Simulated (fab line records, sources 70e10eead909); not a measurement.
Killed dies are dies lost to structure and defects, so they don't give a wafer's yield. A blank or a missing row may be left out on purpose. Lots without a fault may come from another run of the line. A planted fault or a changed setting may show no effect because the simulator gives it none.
Which tool did it? | flow nand_harc | 24 lots, 72 wafers sampled, at 1 step of a route of 1302

WHAT THE GAUGES READ, wafer by wafer
NHARC_A_M0_INSPECT_11.
lot  | measured     | on                | raw_defect_count
L074 | day 22 17:02 | defect_inspect-01 | 66 58 71
L075 | day 23 14:40 | defect_inspect-02 | 102 103 97
L077 | day 23 15:02 | defect_inspect-01 | 133 115 116
L076 | day 24 00:33 | defect_inspect-02 | 12 22 12
L078 | day 24 04:55 | defect_inspect-02 | 131 133 109
L079 | day 24 07:04 | defect_inspect-02 | 33 30 34
L080 | day 25 08:43 | defect_inspect-01 | 75 80 88
L081 | day 25 17:08 | defect_inspect-01 | 121 119 114
L082 | day 26 10:45 | defect_inspect-01 | 87 86 73
L084 | day 26 12:25 | defect_inspect-01 | 85 85 86
L083 | day 26 15:35 | defect_inspect-01 | 92 83 89
L085 | day 27 07:40 | defect_inspect-02 | 59 67 68
L086 | day 27 08:56 | defect_inspect-02 | 95 98 96
L087 | day 27 18:38 | defect_inspect-01 | 61 80 71
L089 | day 28 10:51 | defect_inspect-02 | 78 75 75
L088 | day 28 12:38 | defect_inspect-02 | 91 106 134
L091 | day 29 03:15 | defect_inspect-01 | 126 127 110
L090 | day 29 20:26 | defect_inspect-01 | 122 125 133
L095 | day 30 13:34 | defect_inspect-01 | 75 82 86
L092 | day 30 15:35 | defect_inspect-01 | 83 65 60
L093 | day 30 16:52 | defect_inspect-02 | 151 107 88
L094 | day 31 06:10 | defect_inspect-02 | 123 127 113
L096 | day 32 17:54 | defect_inspect-01 | 95 69 83
L097 | day 32 20:57 | defect_inspect-02 | 86 78 58

WHICH TOOL RAN EACH LOT (tool, then ch and the chambers of the sampled wafers, then the start)
The record holds no process step before these readings.

WHAT THE TOOLS THEMSELVES READ (means of the sampled wafers that have a number; where no wafer has one, the mark that the record gives instead)
The record holds no such reading with a usual standard deviation.

THE ANSWER, worked out from the rows above alone
Rule: what is usual is taken from the lots themselves. Put in order of their means at a reading, lots are off if they are a third of the lots or fewer, leave a main group of 4 or more, and stand apart from it by a gap of 3 or more times the standard deviation of the main group's means; of several such gaps the widest counts. A main group whose means are all the same, to the digits that the tables above print for the reading, isn't used. A lot without any number at a reading at which 4 lots or more have one is off too. The other lots that the step has rows for count as sound. The gauges are gone through in route order, then the tools' own readings, and for those a lot's mean is taken as printed above. The first step at which some lot is off is used, and at that step the reading that is off furthest; a lot without a number counts as furthest.
No lot is off at any reading shown: from this, nothing can be told.

WHAT THE SIMULATOR HAD PUT IN
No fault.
